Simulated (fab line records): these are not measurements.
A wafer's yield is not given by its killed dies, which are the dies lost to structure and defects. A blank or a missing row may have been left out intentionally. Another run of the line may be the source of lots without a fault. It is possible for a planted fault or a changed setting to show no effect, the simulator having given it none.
A lot that was struck, set against a sound lot -- flow nand harc -- 14 steps out of a route of 1302
Sound: these wafers, L624.3, L624.5, L624.6. Wafers L625.3, L625.4 were the ones struck. Last of all comes the cause.
Each step with rows lists, per side, the tool, then ch with its chambers, then its first start. Under that, the readings that differ: sound wafers -- struck wafers -- difference of the means -- sigmas: that difference in standard deviations of wafers without a fault.
alike: readings whose means differ by less than 2 such deviations, and words and numbers that are the same on both sides. not compared: withheld readings, readings that some wafer has no value for, bounds like >300 that may hide the same value, and numbers for which the record gives no deviation and whose values overlap.
A row with sigmas, a row that says differs or no value, or rows on one side alone: a step with any of these is where the two part. Numbers that don't overlap but have no deviation are shown without sigmas and don't part them. Lack of a reading on every wafer of one side parts them only where that side has two or more wafers.

NHARC_A_SLIT_ETCH_26: etches the open film in C4F8/O2/Ar, time 90 s, target depth 400 nm.
  sound on har etch-02 ch 0,1, day 19 17:40; struck on har etch-02 ch 0,1, day 20 11:01
  alike: drypump motor current A, showerhead plenum p Torr, throttle valve pct
  not compared: rf hours counter h
then, 1 step without rows for these wafers: NHARC_A_SLIT_STRIP_28 (strips in O2/COS).
NHARC_A_SLIT_ETCH_29: etches the open film in CF4/O2, target depth 100 nm, overetch 10 nm, time 55 s.
  sound on rie diel-10 ch 0,1,3, day 19 18:30; struck on rie diel-05 ch 2,3, day 20 11:50
  alike: drypump motor current A, oes product au, rf vpp V, showerhead plenum p Torr, throttle valve pct
  not compared: rf hours counter h
NHARC_A_SLIT_STRIP_18: strips in O2.
  sound: rie diel-10 ch 0,1,2; struck: rie diel-05 ch 1,2
reading,sound,struck,difference,sigmas
oes product au (a.u.),1.022 1.000 1.022,1.001 0.981,-0.024,-2
  alike: drypump motor current A, rf vpp V, showerhead plenum p Torr, throttle valve pct
  not compared: rf hours counter h
then, 2 steps without rows for these wafers: NHARC_A_SLIT_PRECLEAN_19 (cleans in SC1); NHARC_A_SLIT_SRD_20.
NHARC_A_SLIT_CD_MEAS_21:
  sound: cd sem-01 at day 19 19:02; struck: cd sem-03 at day 20 12:23
  alike: cd nm
then, 3 steps without rows for these wafers: NHARC_A_SIN_REMOVE_WET_00 (chemistry H3PO4, time 15300 s); NHARC_A_SIN_REMOVE_PRECLEAN_01 (cleans in SC1); NHARC_A_SIN_REMOVE_SRD_02.
NHARC_A_SIN_REMOVE_INSPECT_04:
  sound: defect inspect-01 at day 20 01:40; struck: defect inspect-02 at day 20 19:04
  alike: raw defect count
NHARC_A_WL_FILL_ALD_00: deposits Al2O3, target thk 3 nm, pulse time 3 s, ald cycles 30.
  sound on ald hk-03 ch 0,3, day 20 03:04; struck on ald hk-03 ch 0,1, day 20 19:19
reading,sound,struck,difference,sigmas
ald cycles,30 30 30,40 40,+10,
  alike: heater power w, precursor pulse height rel
  not compared: since wet clean h
NHARC_A_WL_FILL_RTA_01: time 5 s.
  sound on rtp anneal-02 ch 0, day 20 03:23; struck on rtp anneal-02 ch 0, day 20 19:37
  alike: lamp power pct, wafer_temp_C_max
NHARC_END_SORT_01:
  the record has rows for the sound wafers here (prober-02 ch 0, day 24 14:14) and none for the struck ones

## WHERE THEY PART
Earliest at NHARC_A_SLIT_STRIP_18; latest, in this record, at NHARC_END_SORT_01.

WHY: the cause the simulator had injected
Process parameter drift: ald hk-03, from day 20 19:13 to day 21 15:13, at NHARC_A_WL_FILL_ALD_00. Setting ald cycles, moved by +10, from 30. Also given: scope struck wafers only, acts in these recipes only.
